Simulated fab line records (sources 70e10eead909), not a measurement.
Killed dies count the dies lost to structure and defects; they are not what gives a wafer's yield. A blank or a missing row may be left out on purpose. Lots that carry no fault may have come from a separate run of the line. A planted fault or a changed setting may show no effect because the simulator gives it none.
Chamber matching    flow nandHarc    rieDiel-09 running NHARC_A_CHANNEL_HOLE_D1_DESCUM_15: 4 sister chambers
The step chemistry O2, time 3 s. 14 wafers are shown with their chamber, then 7 later ones without.

== WAFERS, EACH WITH ITS CHAMBER ==
wafer   chamber  showerheadPlenumPTorr (Torr)  oesProductAu (a.u.)  rfVppV (V)
L278.1  3        1.94                          1.006                59.1
L278.2  2        1.88                          1.005                56.3
L278.5  1        2.05                          0.999                59.1
L281.2  3        1.94                          1.010                57.5
L281.4  2        1.88                          1.003                55.9
L281.6  3        1.93                          1.003                58.1
L282.1  3        1.93                          1.002                58.4
L282.3  1        2.04                          0.984                57.6
L282.5  1        2.04                          0.993                58.5
L284.3  0        1.94                          1.006                56.9
L284.4  1        2.04                          0.990                58.2
L284.5  1        2.04                          0.997                59.6
L292.3  0        1.94                          1.017                58.3
L292.5  0        1.94                          1.016                58.6

SIGNATURES (means of the wafers above)
reading                chamber 0  chamber 1  chamber 2  chamber 3  scatter within a chamber
showerheadPlenumPTorr  1.9400     2.0420     1.8800     1.9350     0.00424
oesProductAu           1.01300    0.99260    1.00400    1.00525    0.00506
rfVppV                 57.933     58.600     56.100     58.275     0.74
Rule: for each reading, subtract the chamber's mean from the wafer's reading, divide by that reading's scatter and square the result; add these up over the readings and take the root, which gives the wafer's distance from the chamber. The wafer belongs to the nearest chamber; if the next one is less than 2 further off, it can't be placed. The scatter is the square root of a quotient: the sum, over the shown wafers, of each reading's squared deviation from its chamber's mean, divided by wafers minus chambers.

== WAFERS WITH NO CHAMBER GIVEN ==
wafer   showerheadPlenumPTorr (Torr)  oesProductAu (a.u.)  rfVppV (V)
L292.6  1.93                          1.013                58.2
L291.1  2.04                          1.011                58.9
L291.4  1.94                          1.007                56.8
L291.6  1.94                          1.014                57.8
L297.1  1.88                          1.007                56.5
L297.2  2.04                          1.006                58.6
L297.6  1.88                          1.007                58.5

== THE CHAMBER EACH PASSED THROUGH ==
wafer   from the rows above      in truth
L292.6  can't be placed: 3 or 0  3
L291.1  1                        1
L291.4  can't be placed: 0 or 3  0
L291.6  can't be placed: 0 or 3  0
L297.1  2                        2
L297.2  1                        1
L297.6  2                        2
Correctly placed: 4 of 7. Can't be placed from these rows: 3 (the true chamber is among the candidates in 3). Number placed wrongly: 0.
